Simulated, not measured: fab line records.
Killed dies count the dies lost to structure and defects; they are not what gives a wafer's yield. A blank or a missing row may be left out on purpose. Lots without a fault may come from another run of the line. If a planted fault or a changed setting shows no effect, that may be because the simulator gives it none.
A lot that was struck, set against a sound lot :: flow nandHarc :: 14 out of 1302 route steps
Sound: wafers L642.3, L642.4, L642.6. The struck wafers were L638.3, L638.4. The cause is given at the end.
Order at every step that has rows: each side's tool, ch and its chambers, its first start. Under that, the readings that differ: sound wafers :: struck wafers :: difference of the means :: sigmas: that difference in standard deviations of wafers without a fault.
alike: same words and numbers on both sides, and readings whose means sit less than 2 such deviations apart. not compared: any withheld reading, any reading some wafer has no value for, any bound like >300 that may hide the same value, and any number with overlapping values for which the record gives no deviation.
A row with sigmas, a row that says differs or no value, or rows on one side alone: a step with any of these is where the two part. Numbers that have no deviation but don't overlap get no sigmas and don't part them. A reading that every wafer of one side lacks parts them only if that side has two wafers or more.

NHARC_A_ZERO_WELL_INSPECT_17:
  sound on defectInspect-02, day 12 22:56; struck on defectInspect-02, day 11 10:29
  alike: rawDefectCount
then, 3 steps without rows for these wafers: NHARC_A_SOURCE_PLATE_PRECLEAN_00 (cleans in HF-LAST, time 60 s); NHARC_A_SOURCE_PLATE_SRD_01; NHARC_A_SOURCE_PLATE_OXIDE_02 (material SiO2, target thk 10 nm, ox time 1362 s).
NHARC_A_SOURCE_PLATE_THK_MEAS_09: measures by ellipsometry.
  sound on filmMetro-02, day 13 04:58; struck on filmMetro-02, day 11 19:05
  alike: thkNm
then, 3 steps without rows for these wafers: NHARC_A_SOURCE_PLATE_PVD_04 (deposits WSi2, target thk 50 nm); NHARC_A_SOURCE_PLATE_CVD_03 (deposits poly-Si, target thk 200 nm, time 4000 s); NHARC_A_SOURCE_PLATE_ANNEAL_05 (time 1800 s).
NHARC_A_SOURCE_PLATE_THK_MEAS_06: measures by ellipsometry.
  sound on filmMetro-02, day 13 18:08; struck on filmMetro-02, day 12 08:00
  alike: thkNm
NHARC_A_SOURCE_PLATE_INSPECT_08:
  sound on defectInspect-02, day 13 18:12; struck on defectInspect-02, day 12 08:04
  alike: rawDefectCount
NHARC_A_ONON_D1_DEP_00: target thk 1000 nm.
  sound on pecvdOnon-01 ch 0, day 13 18:23; struck on pecvdOnon-02 ch 0, day 12 08:14
NHARC_A_ONON_D1_THK_MEAS_02: measures by ellipsometry.
  sound on filmMetro-02, day 13 18:46; struck on filmMetro-01, day 12 08:38
reading: thkNm (nm)
sound: 1001 1001 1001
struck: 1252 1253
difference: +252
sigmas: +37
then, 2 steps without rows for these wafers: NHARC_A_ONON_D1_DEP_03 (target thk 1000 nm); NHARC_END_SORT_01.

## WHERE THEY PART
Only at NHARC_A_ONON_D1_THK_MEAS_02, as far as this record shows.

WHY: the cause the simulator had injected
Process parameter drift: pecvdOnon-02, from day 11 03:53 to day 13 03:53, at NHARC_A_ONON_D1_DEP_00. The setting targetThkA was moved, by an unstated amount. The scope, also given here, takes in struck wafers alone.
